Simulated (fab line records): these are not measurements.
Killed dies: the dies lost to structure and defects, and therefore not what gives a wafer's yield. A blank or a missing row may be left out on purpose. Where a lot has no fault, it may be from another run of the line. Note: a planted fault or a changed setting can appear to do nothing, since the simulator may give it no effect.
Chamber matching | flow n5 finfet | N5_BEOL_M7_CURE_74 on uv cure-01 has 3 sister chambers
The step cures SiCOH lowk, time 240 s. 27 wafers are shown with their chamber, then 12 later ones without.

WAFERS WITH THEIR CHAMBER
wafer  | chamber | wafer_temp_C_max | lamp power pct (%)
L074.2 | 1       | 386.5            | 52.34
L074.5 | 1       | 386.6            | 52.29
L074.6 | 1       | 386.6            | 52.31
L076.1 | 1       | 386.5            | 52.28
L076.2 | 1       | 386.5            | 52.35
L076.5 | 1       | 386.9            | 52.33
L078.1 | 0       | 388.3            | 52.29
L078.4 | 0       | 388.5            | 52.30
L078.6 | 0       | 387.0            | 52.28
L081.2 | 1       | 386.6            | 52.33
L081.5 | 1       | 386.3            | 52.23
L081.6 | 1       | 386.5            | 52.34
L082.1 | 1       | 386.7            | 52.37
L082.5 | 1       | 386.6            | 52.32
L082.6 | 1       | 386.6            | 52.37
L086.1 | 2       | 386.0            | 52.35
L086.2 | 2       | 386.6            | 52.27
L086.6 | 2       | 386.0            | 52.27
L086.3 | 2       | 385.9            | 52.28
L086.4 | 2       | 386.2            | 52.28
L086.5 | 2       | 385.7            | 52.25
L089.1 | 1       | 386.5            | 52.37
L089.3 | 1       | 387.2            | 52.37
L089.5 | 1       | 386.1            | 52.30
L091.1 | 2       | 386.1            | 52.25
L091.5 | 2       | 385.6            | 52.31
L091.6 | 2       | 385.9            | 52.40

SIGNATURES (averages over the wafers above)
reading          | chamber 0 | chamber 1 | chamber 2 | scatter within a chamber
wafer_temp_C_max | 387.933   | 386.580   | 386.000   | 0.345
lamp power pct   | 52.2900   | 52.3267   | 52.2956   | 0.0421
Rule: a wafer's distance from a chamber is the root of the sum, over the readings, of the square of ((its reading less the chamber's mean) divided by the reading's scatter). The wafer belongs to the nearest chamber; if the next one is less than 2 further off, it can't be placed. The scatter is the square root of a quotient: the sum, over the shown wafers, of each reading's squared deviation from its chamber's mean, divided by wafers minus chambers.

WAFERS WITH NO CHAMBER GIVEN
wafer  | wafer_temp_C_max | lamp power pct (%)
L091.2 | 386.1            | 52.35
L091.3 | 385.4            | 52.32
L091.4 | 385.7            | 52.26
L093.2 | 386.3            | 52.44
L093.4 | 385.9            | 52.24
L093.5 | 385.9            | 52.32
L097.4 | 388.6            | 52.28
L097.5 | 387.7            | 52.32
L097.6 | 387.9            | 52.29
L096.2 | 385.5            | 52.15
L096.4 | 385.2            | 52.29
L096.6 | 385.4            | 52.31

WHICH CHAMBER EACH WENT THROUGH
wafer  | from the rows above     | in truth
L091.2 | can't be placed: 2 or 1 | 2
L091.3 | can't be placed: 2 or 1 | 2
L091.4 | can't be placed: 2 or 1 | 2
L093.2 | can't be placed: 1 or 2 | 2
L093.4 | can't be placed: 2 or 1 | 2
L093.5 | can't be placed: 2 or 1 | 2
L097.4 | 0                       | 0
L097.5 | 0                       | 0
L097.6 | 0                       | 0
L096.2 | can't be placed: 2 or 1 | 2
L096.4 | can't be placed: 2 or 1 | 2
L096.6 | can't be placed: 2 or 1 | 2
Correct placement for 3 of the 12. From these rows, 9 cannot be placed; in 9 the true chamber is one of the candidates. Placed wrongly: 0.
